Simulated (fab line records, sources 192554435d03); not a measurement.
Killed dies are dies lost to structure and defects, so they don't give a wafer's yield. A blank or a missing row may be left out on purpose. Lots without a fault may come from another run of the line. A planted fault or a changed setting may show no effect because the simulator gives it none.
Chamber matching | flow n5_finfet | N5_HKMG_FIN_ETCH_58 on rie_diel-01: 4 sister chambers
The step etches SOC in N2/H2, target depth 215.8 nm, time 741 s. 14 wafers are shown with their chamber, then 7 later ones without.

WAFERS WITH THEIR CHAMBER
wafer  | chamber | showerhead_plenum_p_Torr (Torr) | drypump_motor_current_A (A) | throttle_valve_pct (%)
L074.2 | 2       | 2.63                            | 5.1                         | 18.12
L074.3 | 3       | 2.68                            | 6.2                         | 17.76
L074.4 | 1       | 2.71                            | 5.6                         | 17.47
L077.3 | 0       | 2.44                            | 5.6                         | 17.95
L077.5 | 1       | 2.71                            | 5.6                         | 17.50
L077.6 | 0       | 2.44                            | 5.7                         | 17.97
L080.2 | 1       | 2.71                            | 5.6                         | 17.50
L080.5 | 1       | 2.71                            | 5.6                         | 17.50
L080.6 | 0       | 2.44                            | 5.6                         | 17.98
L084.1 | 3       | 2.67                            | 6.2                         | 17.79
L084.3 | 0       | 2.43                            | 5.6                         | 17.99
L084.6 | 3       | 2.67                            | 6.2                         | 17.78
L089.1 | 1       | 2.70                            | 5.6                         | 17.52
L089.2 | 2       | 2.61                            | 5.0                         | 18.18

SIGNATURES (means of the wafers above)
reading                  | chamber 0 | chamber 1 | chamber 2 | chamber 3 | scatter within a chamber
showerhead_plenum_p_Torr | 2.4375    | 2.7080    | 2.6200    | 2.6733    | 0.00649
drypump_motor_current_A  | 5.625     | 5.600     | 5.050     | 6.200     | 0.0354
throttle_valve_pct       | 17.9725   | 17.4980   | 18.1500   | 17.7767   | 0.021
Rule: a wafer's distance from a chamber is the root of the sum, over the readings, of the square of ((its reading less the chamber's mean) divided by the reading's scatter). The wafer belongs to the nearest chamber; if the next one is less than 2 further off, it can't be placed. The scatter: the root of (the sum of the squares of (reading less its chamber's mean) over the shown wafers, divided by (wafers less chambers)).

WAFERS WITHOUT THEIR CHAMBER
wafer  | showerhead_plenum_p_Torr (Torr) | drypump_motor_current_A (A) | throttle_valve_pct (%)
L089.4 | 2.43                            | 5.7                         | 18.00
L094.1 | 2.69                            | 5.6                         | 17.56
L094.2 | 2.42                            | 5.6                         | 18.04
L094.3 | 2.66                            | 6.2                         | 17.81
L097.1 | 2.65                            | 6.2                         | 17.83
L097.3 | 2.42                            | 5.6                         | 18.03
L097.6 | 2.61                            | 5.0                         | 18.16

WHICH CHAMBER EACH WENT THROUGH
wafer  | from the rows above | in truth
L089.4 | 0                   | 0
L094.1 | 1                   | 1
L094.2 | 0                   | 0
L094.3 | 3                   | 3
L097.1 | 3                   | 3
L097.3 | 0                   | 0
L097.6 | 2                   | 2
Placed correctly: 7 of 7. Can't be placed from these rows: 0. Placed wrongly: 0.
